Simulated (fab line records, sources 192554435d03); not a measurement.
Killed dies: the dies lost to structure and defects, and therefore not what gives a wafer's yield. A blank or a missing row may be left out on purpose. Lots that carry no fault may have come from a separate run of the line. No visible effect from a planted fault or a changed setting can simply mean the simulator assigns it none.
Which tool is to blame?    flow n5_finfet    11 lots, 33 wafers sampled, at 2 steps of a route of 1938

## WHAT THE GAUGES SHOWED, per wafer
N5_PASSIVATION_CD_MEAS_44: the cd target is 40000 nm. Usual: cd_nm 40002 nm, standard deviation 4.8.
lot   measured      on         cd_nm (nm)         flag
L850  day 16 04:04  cd_sem-02  39996 39999 40011  
L851  day 16 13:44  cd_sem-03  39997 39996 40001  
L852  day 17 23:18  cd_sem-03  39995 40000 40008  
L855  day 17 19:04  cd_sem-03  40001 39999 39999  
L856  day 18 23:47  cd_sem-01  40005 40008 40002  
L858  day 19 15:05  cd_sem-03  39999 40003 40002  
L863  day 19 12:36  cd_sem-02  40001 39997 39999  
L864  day 20 14:41  cd_sem-02  40004 40014 40009  
L865  day 21 08:23  cd_sem-03  40001 39994 40006  
L866  day 21 11:42  cd_sem-03  40002 39995 39995  
L867  day 21 11:59  cd_sem-03  40009 40001 39999  

## WHICH TOOL RAN EACH LOT (tool, then ch and the chambers of the sampled wafers, then the start)
lot   N5_PMOS_HMC_CHANNEL_EPI_HM_OPEN_15
L850  rie_diel-06 ch 0,2, day 2 11:39
L851  rie_diel-06 ch 0,1,3, day 2 17:37
L852  rie_diel-02 ch 0,1,3, day 2 23:38
L855  rie_diel-05 ch 1,2,3, day 3 17:36
L856  rie_diel-02 ch 2,3, day 3 23:23
L858  rie_diel-06 ch 0,1,3, day 4 11:08
L863  rie_diel-02 ch 0,1, day 5 17:17
L864  rie_diel-06 ch 0,2,3, day 6 00:34
L865  rie_diel-02 ch 1,2,3, day 6 05:24
L866  rie_diel-02 ch 1,2,3, day 6 11:53
L867  rie_diel-02 ch 0,2,3, day 6 17:50
- N5_PMOS_HMC_CHANNEL_EPI_HM_OPEN_15: chemistry CHF3/O2, target SiO2, target depth 40.6 nm, time 20.3 s.

## WHAT THE TOOLS THEMSELVES READ (means of the sampled wafers that have a number; where no wafer has one, the mark that the record gives instead)
N5_PMOS_HMC_CHANNEL_EPI_HM_OPEN_15. Usual: drypump_motor_current_A 5.6 A, standard deviation 0.5; oes_ar_750_au 0.77 a.u., standard deviation 0.058; oes_product_au 0.78 a.u., standard deviation 0.064; rf_fwd_power_W 644.6 W, standard deviation 2.3; rf_vpp_V 536 V, standard deviation 15; showerhead_plenum_p_Torr 2.43 Torr, standard deviation 0.091; throttle_valve_pct 18.93 %, standard deviation 0.24.
lot   tool         drypump_motor_current_A (A)  oes_ar_750_au (a.u.)  oes_product_au (a.u.)  rf_fwd_power_W (W)  rf_vpp_V (V)  showerhead_plenum_p_Torr (Torr)  throttle_valve_pct (%)  flag
L850  rie_diel-06  5.6                          0.77                  0.76                   645.8               524           2.42                             18.92                   
L851  rie_diel-06  5.8                          0.80                  0.79                   646.1               536           2.48                             18.89                   
L852  rie_diel-02  5.6                          0.80                  0.83                   643.7               548           2.38                             18.97                   
L855  rie_diel-05  5.8                          0.78                  0.77                   644.8               518           2.46                             18.87                   
L856  rie_diel-02  5.2                          0.76                  0.77                   643.3               534           2.43                             18.88                   
L858  rie_diel-06  5.8                          0.79                  0.78                   644.7               535           2.48                             18.91                   
L863  rie_diel-02  5.9                          0.78                  0.79                   643.8               540           2.45                             18.88                   
L864  rie_diel-06  5.8                          0.74                  0.74                   645.3               531           2.44                             19.07                   
L865  rie_diel-02  5.7                          0.79                  0.80                   643.4               543           2.44                             18.84                   
L866  rie_diel-02  5.7                          0.79                  0.80                   644.0               542           2.44                             18.86                   
L867  rie_diel-02  5.2                          0.74                  0.76                   646.1               538           2.36                             19.05                   

## THE ANSWER, worked out from the rows above alone
Rule: a lot is off if the mean of its wafers that have a number lies more than 3 standard deviations from the usual mean. Also off: a lot with no number at a reading for which 4 or more lots have one. The other lots that the step has rows for count as sound. First the gauges in route order, then the tools' own readings, where a lot's mean is used as printed above. At the first step where some lot is off, the reading lying furthest off is the one used; lots without a number count as furthest.
No lot is off on any of the readings shown, so nothing can be concluded from this.

## WHAT THE SIMULATOR HAD INSERTED
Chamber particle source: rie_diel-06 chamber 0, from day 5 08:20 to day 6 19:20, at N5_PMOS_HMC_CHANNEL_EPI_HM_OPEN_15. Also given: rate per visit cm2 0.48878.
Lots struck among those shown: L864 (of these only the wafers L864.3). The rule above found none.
